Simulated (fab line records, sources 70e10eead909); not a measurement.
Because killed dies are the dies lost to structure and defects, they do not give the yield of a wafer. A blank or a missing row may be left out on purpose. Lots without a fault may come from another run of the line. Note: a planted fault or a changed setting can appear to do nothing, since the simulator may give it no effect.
fab line records	flow nand-harc
record: lots: 5	wafers: 15	last-day: 32
route steps=1302 shown P_M0@280 P_M1@285 END@1302
lots untouched by any fault: they come from a run of this same line in which no faults occurred
start-h: hours from the record's first day to the start of the lot's first wafer shown	wait-h: time in hours since the lot's previous step	" the same as in the row above	L1.1+2: several wafers, shown together as one row	- no value, or no start was given	* or withheld: withheld	< > ~ a bound
route shown NAME@n: a module of which the file shows steps, and the number in the route of the first	usual: average and standard deviation across the fault-free wafers	same: alike in all rows	chamber/n: place in a boat	sites: readings site by site	_std_site: standard deviation across them	_edge_site: the outer-site mean with the inner-site mean subtracted	radius-mm: how far each site lies from the wafer's centre	mask NAME#n: copy n	behind: the last tool/chamber to shape the wafer	hold: why the lot was held/for how many hours/how that ended	device: transistor that didn't switch, given as n, p or np	end of line: the same wafers' tests at the end of the route	where a step has no rows: the recipe by itself	killed: not the wafer's yield, but the dies lost to structure and defects at the first sort	map: per-die view of a wafer (x killed, . not killed, _ where there is no die)
set.NAME: the run value of the setting; set.NAME@STEP: its run value at that earlier step	model.NAME: the simulator's own value behind a step, which no gauge read
lots at some steps of the route; a table a step, a row a wafer
services: a tool's chamber out of use, with start hour (start-h, from the record's first day; less than 0 if before it), hours out, and reason
== steps ==
step: NHARC_P_M0_SRD_25
step: NHARC_P_M0_INSPECT_27
usual: raw-defect-count: 303/120
lot.wafer	tool	chamber	start-h	wait-h	raw-defect-count
L293.1	defect-inspect-01	-	157.32	0.0	557
L293.5	"	-	"	"	382
L293.6	"	-	"	"	382
L297.1	defect-inspect-02	-	198.56	0.0	378
L297.4	"	-	"	"	732
L297.5	"	-	"	"	262
L299.1	defect-inspect-02	-	213.15	0.0	195
L299.2	"	-	"	"	255
L299.5	"	-	"	"	264
L300.1	defect-inspect-01	-	222.42	0.0	204
L300.4	"	-	"	"	300
L300.6	"	-	"	"	388
L310.1	defect-inspect-02	-	331.98	0.0	161
L310.3	"	-	"	"	216
L310.4	"	-	"	"	289
step: NHARC_P_M0_PRE_CLEAN_31
recipe: time-s: 12	temp-c: 370	rf-power-w: 300	gas: NH3
usual: heater-power-outer-w: 381/51	heater-power-w: 652/75
lot.wafer	tool	chamber	start-h	wait-h	heater-power-outer-w	heater-power-w
L293.1	pecvd-01	0	157.39	0.1	419	803
L293.5	"	0	"	"	427	772
L293.6	"	2	"	"	437	681
L297.1	pecvd-03	0	198.62	0.1	395	670
L297.5	"	0	"	"	392	682
L297.4	"	1	"	"	381	653
L299.2	pecvd-04	0	213.22	0.1	332	566
L299.1	"	2	"	"	446	737
L299.5	"	0	"	"	335	566
L300.1	pecvd-01	1	222.50	0.1	380	644
L300.6	"	0	"	"	421	768
L300.4	"	2	"	"	424	663
L310.1	pecvd-03	2	332.14	0.2	369	622
L310.3	"	1	"	"	379	663
L310.4	"	2	"	"	361	617
step: NHARC_P_M0_DEP_32
recipe: target-thk-a: 300	temp-c: 370	target-thk-nm: 30	pressure-torr: 3	flow-sccm: 200	rf-w: 450	material: SiCN
usual: heater-power-outer-w: 333/59	heater-power-w: 589/84
lot.wafer	tool	chamber	start-h	wait-h	heater-power-outer-w	heater-power-w
L293.1	pecvd-01	0	157.46	0.1	332	646
L293.5	"	0	"	"	333	640
L293.6	"	2	"	"	358	599
L297.1	pecvd-03	0	198.70	0.1	294	524
L297.5	"	0	"	"	287	536
L297.4	"	1	"	"	357	622
L299.2	pecvd-04	0	213.30	0.1	274	511
L299.1	"	2	"	"	319	598
L299.5	"	0	"	"	291	510
L300.1	pecvd-01	1	222.61	0.1	306	539
L300.6	"	0	"	"	389	728
L300.4	"	2	"	"	377	599
L310.1	pecvd-03	2	332.22	0.1	332	582
L310.3	"	1	"	"	340	595
L310.4	"	2	"	"	327	583
step: NHARC_P_M1_DEP_00
recipe: target-thk-a: 1825	target-thk-nm: 182.5	temp-c: withheld	pressure-torr: 5	flow-sccm: 200	rf-w: 600	material: SiOC
step: NHARC_P_M1_DEHYDRATE_01
recipe: temp-c: 150	time-s: 120
step: NHARC_P_M1_HMDS_02
recipe: time-s: 30
step: NHARC_P_M1_COAT_34
recipe: temp-c: 200	time-s: 65
step: NHARC_P_M1_COAT_03
recipe: spin-rpm: 1500	resist-thk-nm: 90
step: NHARC_P_M1_SOFTBAKE_04
recipe: temp-c: 105	time-s: 55
step: NHARC_P_M1_EBR_05
step: NHARC_P_M1_EXPOSE_06
recipe: na: 1.35	target-cd-nm: 130	dose-mj: 81.88	mask-id: P_M1
usual: exposure-dose-mJ-cm2: 82.4/0.72
lot.wafer	tool	chamber	start-h	wait-h	mask	exposure-dose-mJ-cm2
L293.1	arfi-scanner-03	0	158.59	-	P_M1#0	81.8
L293.5	"	0	"	"	P_M1#0	81.7
L293.6	"	0	"	"	P_M1#0	81.7
L297.1	arfi-scanner-02	0	199.82	-	P_M1#0	81.8
L297.4	"	0	"	"	P_M1#0	81.7
L297.5	"	0	"	"	P_M1#0	81.6
L299.1	arfi-scanner-03	0	214.40	-	P_M1#0	79.2
L299.2	"	0	"	"	P_M1#0	79.2
L299.5	"	0	"	"	P_M1#0	79.4
L300.1	arfi-scanner-01	0	223.68	-	P_M1#0	83.2
L300.4	"	0	"	"	P_M1#0	83.3
L300.6	"	0	"	"	P_M1#0	83.2
L310.1	arfi-scanner-02	0	333.34	-	P_M1#0	83.4
L310.3	"	0	"	"	P_M1#0	83.3
L310.4	"	0	"	"	P_M1#0	83.3
step: NHARC_P_M1_PEB_07
recipe: peb-temp-c: 100	peb-time-s: 65
step: NHARC_P_M1_DEVELOP_08
recipe: develop-time-s: 35	dev-temp-c: 23
step: NHARC_P_M1_CD_MEAS_09
recipe: target-cd-nm: 130	landing-energy-ev: 500
usual: cd-nm: 129.8/0.68
lot.wafer	tool	chamber	start-h	wait-h	cd-nm
L293.1	cd-sem-03	0	158.73	-	129.0
L293.5	"	0	"	"	129.0
L293.6	"	0	"	"	129.4
L297.1	cd-sem-01	0	199.96	-	129.2
L297.4	"	0	"	"	130.5
L297.5	"	0	"	"	129.9
L299.1	cd-sem-02	0	214.54	-	127.5
L299.2	"	0	"	"	126.7
L299.5	"	0	"	"	126.6
L300.1	cd-sem-01	0	223.82	-	130.5
L300.4	"	0	"	"	130.6
L300.6	"	0	"	"	130.6
L310.1	cd-sem-03	0	333.48	-	130.8
L310.3	"	0	"	"	130.1
L310.4	"	0	"	"	130.8
step: NHARC_P_M1_OVL_MEAS_10
recipe: pitch-nm: 260
usual: overlay-x-nm: 0.0/1.2	overlay-y-nm: 0.3/0.87
lot.wafer	tool	chamber	start-h	wait-h	overlay-x-nm	overlay-y-nm
L293.1	overlay-02	-	158.82	-	-1.5	1.1
L293.5	"	-	"	"	-0.9	1.5
L293.6	"	-	"	"	-1.7	1.1
L297.1	overlay-02	-	200.05	-	1.2	0.0
L297.4	"	-	"	"	1.4	-0.4
L297.5	"	-	"	"	1.5	0.4
L299.1	overlay-01	-	214.63	-	1.9	-0.4
L299.2	"	-	"	"	1.8	-0.3
L299.5	"	-	"	"	2.0	-0.3
L300.1	overlay-02	-	223.91	-	2.1	0.7
L300.4	"	-	"	"	2.0	0.7
L300.6	"	-	"	"	2.3	0.3
L310.1	overlay-01	-	333.56	-	-2.5	-0.2
L310.3	"	-	"	"	-1.4	-0.1
L310.4	"	-	"	"	-1.1	0.1
step: NHARC_P_M1_INSPECT_11
usual: raw-defect-count: 5/3.5
lot.wafer	tool	chamber	start-h	wait-h	raw-defect-count
L293.1	defect-inspect-02	-	158.86	0.0	4
L293.5	"	-	"	"	4
L293.6	"	-	"	"	2
L297.1	defect-inspect-02	-	200.08	0.0	1
L297.4	"	-	"	"	0
L297.5	"	-	"	"	5
L299.1	defect-inspect-01	-	214.67	0.0	2
L299.2	"	-	"	"	9
L299.5	"	-	"	"	3
L300.1	defect-inspect-01	-	223.94	0.0	5
L300.4	"	-	"	"	5
L300.6	"	-	"	"	6
L310.1	defect-inspect-02	-	333.60	0.0	6
L310.3	"	-	"	"	4
L310.4	"	-	"	"	5
step: NHARC_P_M1_DESCUM_14
recipe: time-s: 3	o2-flow-sccm: 200	ar-flow-sccm: 0	bias-power-w: 0	chemistry: O2
usual: drypump-motor-current-A: 5.9/0.47	oes-product-au: 0.997/0.012	rf-vpp-V: 57.7/0.92	showerhead-plenum-p-Torr: 1.89/0.095	throttle-valve-pct: 11.311/0.0084
lot.wafer	tool	chamber	start-h	wait-h	drypump-motor-current-A	oes-product-au	rf-hours-counter-h	rf-vpp-V	showerhead-plenum-p-Torr	throttle-valve-pct	model.P_M1.cd-nm
L293.1	rie-diel-04	1	158.93	0.1	5.7	0.993	11	59.0	2.06	11.319	127.5
L293.6	"	0	"	"	4.9	1.005	-	56.8	1.86	11.319	130.2
L293.5	"	1	"	"	5.7	1.000	-	57.9	2.06	11.306	127.8
L297.1	rie-diel-11	2	200.15	0.1	6.4	1.003	8	58.4	1.95	11.316	130.7
L297.4	"	1	"	"	5.8	0.981	-	57.5	1.79	11.319	131.5
L297.5	"	0	"	"	6.6	0.975	-	58.1	1.84	11.305	129.2
L299.2	rie-diel-11	0	214.73	0.1	6.6	0.990	10	56.6	1.84	11.320	126.7
L299.1	"	2	"	"	6.4	1.017	10	58.3	1.95	11.306	129.2
L299.5	"	0	"	"	6.6	0.990	-	58.1	1.84	11.304	126.4
L300.1	rie-diel-04	3	224.01	0.1	6.1	0.986	2	57.1	1.81	11.310	129.9
L300.4	"	1	"	"	5.7	0.979	2	58.0	2.06	11.309	130.4
L300.6	"	2	"	"	5.9	0.978	-	57.8	1.82	11.298	130.7
L310.1	rie-diel-11	0	333.66	0.1	6.6	0.993	7	57.6	1.84	11.320	131.7
L310.4	"	1	"	"	5.8	1.002	7	57.3	1.79	11.303	130.4
L310.3	"	3	"	"	5.6	1.014	6	59.1	2.05	11.297	129.5
step: NHARC_P_M1_ETCH_35
recipe: target-depth-a: 400	overetch-a: 120	time-s: 43.94	ion-energy-ev: 200	n2-flow-sccm: 150	h2-flow-sccm: 150	ar-flow-sccm: 0	rf-w: 400	bias-w: 150	chemistry: N2/H2
usual: drypump-motor-current-A: 5.9/0.49	oes-product-au: 0.995/0.013	rf-vpp-V: 429.8/2.9	showerhead-plenum-p-Torr: 2.01/0.1	throttle-valve-pct: 14.171/0.0094
lot.wafer	tool	chamber	start-h	wait-h	drypump-motor-current-A	oes-product-au	rf-hours-counter-h	rf-vpp-V	showerhead-plenum-p-Torr	throttle-valve-pct
L293.1	rie-diel-04	1	159.01	0.1	5.7	1.002	11	434.5	2.20	14.173
L293.6	"	0	"	"	4.9	0.989	-	428.9	1.98	14.175
L293.5	"	1	"	"	5.7	1.002	-	435.1	2.20	14.162
L297.1	rie-diel-11	0	200.25	0.1	6.6	0.973	8	427.9	1.96	14.159
L297.5	"	0	"	"	6.7	0.987	-	429.5	1.96	14.173
L297.4	"	1	"	"	5.8	0.965	-	427.7	1.91	14.177
L299.1	rie-diel-11	2	214.82	0.1	6.4	1.005	10	430.3	2.08	14.181
L299.2	"	3	"	"	5.7	0.983	9	434.6	2.19	14.175
L299.5	"	2	"	"	6.4	1.005	-	432.6	2.08	14.177
L300.1	rie-diel-04	0	224.09	0.1	4.9	0.999	2	429.0	1.98	14.174
L300.4	"	2	"	"	5.9	0.988	2	426.9	1.94	14.160
L300.6	"	1	"	"	5.7	0.985	-	433.6	2.20	14.173
L310.3	rie-diel-11	0	333.75	0.1	6.6	0.986	7	427.6	1.96	14.176
L310.4	"	1	"	"	5.8	0.998	7	424.5	1.90	14.157
L310.1	"	2	"	"	6.4	1.004	7	432.3	2.07	14.178
step: NHARC_P_M1_ETCH_15
recipe: target-depth-a: 1825	time-s: 91.2	c4f8-flow-sccm: withheld	ar-flow-sccm: 400	rf-w: 600	bias-w: 300	chemistry: C4F8/Ar
usual: oes-product-au: 0.950/0.022	rf-vpp-V: 440.3/3
lot.wafer	tool	chamber	start-h	wait-h	oes-product-au	rf-hours-counter-h	rf-vpp-V	model.P_M1.cd-nm
L293.1	rie-diel-04	0	-	-	0.927	11	438.7	127.3
L293.5	"	2	"	"	0.941	-	437.4	127.8
L293.6	"	3	"	"	0.938	-	438.1	130.2
L297.1	rie-diel-11	0	-	-	0.950	8	437.4	129.6
L297.5	"	0	"	"	0.936	-	439.2	128.3
L297.4	"	1	"	"	0.946	-	436.4	131.3
L299.2	rie-diel-11	1	-	-	0.944	10	437.7	126.4
L299.1	"	3	"	"	0.976	9	444.9	129.7
L299.5	"	0	"	"	0.949	-	436.9	126.9
L300.1	rie-diel-04	0	-	-	0.982	2	440.6	130.7
L300.4	"	1	"	"	0.956	2	444.8	130.7
L300.6	"	0	"	"	0.985	-	440.4	130.7
L310.3	rie-diel-11	0	-	-	0.941	7	440.0	129
L310.4	"	1	"	"	0.961	7	436.0	130.7
L310.1	"	3	"	"	0.978	6	445.5	131.9
step: NHARC_P_M1_CD_MEAS_16
usual: cd-nm: 129.9/1.2
lot.wafer	tool	chamber	start-h	wait-h	cd-nm
L293.1	cd-sem-02	-	159.22	-	127.6
L293.5	"	-	"	"	127.6
L293.6	"	-	"	"	129.9
L297.1	cd-sem-02	-	200.49	-	129.9
L297.4	"	-	"	"	131.2
L297.5	"	-	"	"	128.3
L299.1	cd-sem-03	-	215.04	-	129.9
L299.2	"	-	"	"	126.5
L299.5	"	-	"	"	126.8
L300.1	cd-sem-02	-	224.31	-	130.8
L300.4	"	-	"	"	131.0
L300.6	"	-	"	"	130.7
L310.1	cd-sem-02	-	333.97	-	131.8
L310.3	"	-	"	"	129.0
L310.4	"	-	"	"	130.7
step: NHARC_END_SORT_01
recipe: temp-c: 25
usual: defect-limited-yield: 91/3.2	killed-at-array: 58/22	killed-at-other: 1.0/1.3	killed-at-periphery: 5/3.4	killed-dies: 64/22	killed-open: 3.6/1.8	killed-short: 2.4/1.7
same: gross-dies: 677
lot.wafer	tool	chamber	start-h	wait-h	defect-limited-yield[%]	killed-at-array	killed-at-other	killed-at-periphery	killed-dies	killed-open	killed-short
L293.1	prober-02	0	593.70	2.5	85	94	2	4	100	5	2
L293.5	prober-02	0	596.86	3.7	84	102	0	3	105	2	2
L293.6	prober-02	0	597.65	4.0	82	120	2	1	123	3	2
L297.1	prober-02	0	635.11	2.4	87	82	1	4	87	6	4
L297.4	prober-02	0	637.53	3.4	87	81	2	2	85	2	3
L297.5	prober-02	0	638.33	3.7	89	73	1	3	77	4	2
L299.1	prober-02	0	646.98	2.5	90	62	4	3	69	3	0
L299.2	prober-02	0	647.77	2.8	89	67	3	5	75	3	3
L299.5	prober-02	0	650.15	3.7	91	61	1	2	64	3	0
L300.1	prober-02	0	657.56	2.5	92	52	0	2	54	5	1
L300.4	prober-02	0	659.96	3.4	93	44	0	2	46	0	0
L300.6	prober-02	0	661.56	4.0	93	44	0	6	50	5	4
L310.1	prober-01	0	771.31	2.5	89	73	1	2	76	2	2
L310.3	prober-01	0	772.90	3.1	87	85	0	0	85	3	2
L310.4	prober-01	0	773.69	3.4	87	83	0	5	88	7	3
killed by level:class
L293.1 A_SLIT:chamber-film-flake=29 A_CHANNEL_HOLE_D2:chamber-film-flake=28 A_CHANNEL_HOLE_D1:chamber-film-flake=20 A_STAIRCASE:chamber-film-flake=6 A_WL_FILL:geometric-particle:open=2 P_ZERO_WELL:chamber-film-flake=2 A_BLC:chamber-film-flake=2 P_CONTACT:geometric-particle:open=1
L293.5 A_CHANNEL_HOLE_D1:chamber-film-flake=35 A_CHANNEL_HOLE_D2:chamber-film-flake=29 A_SLIT:chamber-film-flake=25 A_M1:chamber-film-flake=3 A_CHANNEL_FILL_D1:chamber-film-flake=2 A_STAIRCASE:chamber-film-flake=2 A_CONTACT:chamber-film-flake=2 P_M0:geometric-particle:short=1
L293.6 A_CHANNEL_HOLE_D2:chamber-film-flake=40 A_CHANNEL_HOLE_D1:chamber-film-flake=38 A_SLIT:chamber-film-flake=29 A_CONTACT:chamber-film-flake=4 A_M1:chamber-film-flake=2 A_ONON_D1:geometric-particle:short=1 A_CHANNEL_HOLE_D1:geometric-particle:open=1 A_ONON_D2:geometric-particle:short=1
L297.1 A_CHANNEL_HOLE_D2:chamber-film-flake=35 A_CHANNEL_HOLE_D1:chamber-film-flake=31 A_CONTACT:chamber-film-flake=4 P_M0:geometric-particle:open=2 A_BLC:geometric-particle:short=2 A_CHANNEL_FILL_D1:chamber-film-flake=2 A_SLIT:chamber-film-flake=2 P_M1:geometric-particle:open=1
L297.4 A_CHANNEL_HOLE_D1:chamber-film-flake=36 A_CHANNEL_HOLE_D2:chamber-film-flake=33 A_CONTACT:chamber-film-flake=3 A_CHANNEL_FILL_D2:geometric-particle:short=2 A_WL_FILL:chamber-film-flake=2 THIN_TSV:chamber-film-flake=2 P_M0:geometric-particle:open=1 A_CHANNEL_HOLE_D1:geometric-particle:short=1
L297.5 A_CHANNEL_HOLE_D1:chamber-film-flake=36 A_CHANNEL_HOLE_D2:chamber-film-flake=28 P_ZERO_WELL:chamber-film-flake=2 A_ONON_D1:geometric-particle:open=1 A_CHANNEL_HOLE_D1:geometric-particle:short=1 A_DECK1_JOINT:geometric-particle:open=1 A_BLC:geometric-particle:open=1 STARTING-WAFER:geometric-particle:open=1
L299.1 A_CHANNEL_HOLE_D1:chamber-film-flake=42 A_CHANNEL_HOLE_D2:chamber-film-flake=13 THIN_TSV:chamber-film-flake=4 P_GATE:chamber-film-flake=2 A_SLIT:chamber-film-flake=2 A_CONTACT:chamber-film-flake=2 P_M0:geometric-particle:open=1 A_ONON_D1:geometric-particle:open=1
L299.2 A_CHANNEL_HOLE_D1:chamber-film-flake=39 A_CHANNEL_HOLE_D2:chamber-film-flake=14 P_GATE:chamber-film-flake=5 A_SLIT:chamber-film-flake=3 A_CONTACT:chamber-film-flake=3 THIN_TSV:chamber-film-flake=3 A_ONON_D1:geometric-particle:open=1 A_CHANNEL_FILL_D1:geometric-particle:open=1
L299.5 A_CHANNEL_HOLE_D1:chamber-film-flake=38 A_CHANNEL_HOLE_D2:chamber-film-flake=12 A_CONTACT:chamber-film-flake=8 P_M0:geometric-particle:open=1 A_CHANNEL_FILL_D1:geometric-particle:open=1 A_M1:geometric-particle:open=1 P_GATE:chamber-film-flake=1 A_STAIRCASE:chamber-film-flake=1
L300.1 A_SLIT:chamber-film-flake=37 A_CONTACT:geometric-particle:open=2 P_GATE:chamber-film-flake=2 A_CHANNEL_HOLE_D1:chamber-film-flake=2 A_CHANNEL_HOLE_D2:chamber-film-flake=2 A_CONTACT:chamber-film-flake=2 A_CHANNEL_HOLE_D1:geometric-particle:open=1 A_BLC:geometric-particle:short=1
L300.4 A_SLIT:chamber-film-flake=35 A_CHANNEL_HOLE_D1:chamber-film-flake=6 P_STI:chamber-film-flake=2 A_CONTACT:chamber-film-flake=2 A_DECK1_JOINT:chamber-film-flake=1
L300.6 A_SLIT:chamber-film-flake=31 A_CHANNEL_HOLE_D1:chamber-film-flake=3 A_CONTACT:chamber-film-flake=3 A_CHANNEL_FILL_D1:geometric-particle:short=2 P_GATE:chamber-film-flake=2 P_CONTACT:geometric-particle:open=1 P_M0:geometric-particle:open=1 P_M1:geometric-particle:open=1
L310.1 A_SLIT:chamber-film-flake=29 A_CHANNEL_HOLE_D2:chamber-film-flake=14 A_CHANNEL_HOLE_D1:chamber-film-flake=13 A_CONTACT:chamber-film-flake=4 A_STAIRCASE:chamber-film-flake=3 A_WL_FILL:chamber-film-flake=3 A_DECK1_JOINT:chamber-film-flake=2 A_BLC:chamber-film-flake=2
L310.3 A_SLIT:chamber-film-flake=30 A_CHANNEL_HOLE_D2:chamber-film-flake=23 A_CHANNEL_HOLE_D1:chamber-film-flake=12 A_WL_FILL:chamber-film-flake=5 A_CONTACT:chamber-film-flake=4 A_DECK1_JOINT:chamber-film-flake=2 A_STAIRCASE:chamber-film-flake=2 A_SOURCE_PLATE:geometric-particle:short=1
L310.4 A_SLIT:chamber-film-flake=27 A_CHANNEL_HOLE_D2:chamber-film-flake=25 A_CHANNEL_HOLE_D1:chamber-film-flake=10 A_CONTACT:chamber-film-flake=4 A_STAIRCASE:chamber-film-flake=3 A_WL_FILL:chamber-film-flake=3 P_GATE:chamber-film-flake=2 A_WL_FILL:geometric-particle:open=2
== services ==
tool	chamber	start-h	hours	kind
arfi-scanner-02	-	137.59	0.2	repair
arfi-scanner-02	-	140.00	4.0	pm
pecvd-01	-	142.38	0.6	repair
pecvd-03	1	175.72	4.2	repair
rie-diel-04	-	177.95	9.0	pm
pecvd-03	-	185.06	13.0	pm
arfi-scanner-03	-	196.00	4.0	pm
pecvd-04	2	203.75	5.1	repair
rie-diel-11	1	204.80	1.7	repair
rie-diel-04	1	219.43	3.5	repair
rie-diel-11	2	232.07	3.9	repair
rie-diel-04	2	239.90	5.7	repair
pecvd-03	-	242.20	1.4	repair
arfi-scanner-01	-	252.00	4.0	pm
rie-diel-11	-	255.50	9.0	pm
pecvd-04	-	269.28	13.0	pm
rie-diel-04	-	274.12	0.3	repair
rie-diel-04	2	277.92	17.3	repair
arfi-scanner-03	-	277.99	1.6	repair
rie-diel-11	3	297.73	8.3	repair
pecvd-01	-	311.56	13.0	pm
arfi-scanner-02	-	312.00	4.0	pm
rie-diel-04	1	312.79	13.2	repair
rie-diel-04	0	323.35	6.4	repair
== key ==
first-sign: step: NHARC_P_M1_EXPOSE_06	reading: exposure-dose-mJ-cm2	direction: down	sigmas: 4.3	usual: 82.4	struck: 79.3
effect: step: NHARC_P_M1_CD_MEAS_09	reading: cd-nm	direction: down	sigmas: 4.2	usual: 129.8	struck: 126.9
model-effect: step: NHARC_P_M1_DESCUM_14	value: P_M1.cd-nm	without: 129.3	struck: 127.4
model-effect: step: NHARC_P_M1_ETCH_15	value: P_M1.cd-nm	without: 129.5	struck: 127.7
met-at NHARC_P_M1_EXPOSE_06
struck-wafers L299.1,L299.2,L299.5
onset-between 158.59 214.40
fault: kind: process-parameter-drift	tool: arfi-scanner-03	chamber: -	onset-h: 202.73	steps: NHARC_P_M1_EXPOSE_06	channel: dose-mj	offset: -2.4488	shape: step	acts-in: these-recipes-only	stated: 81.88
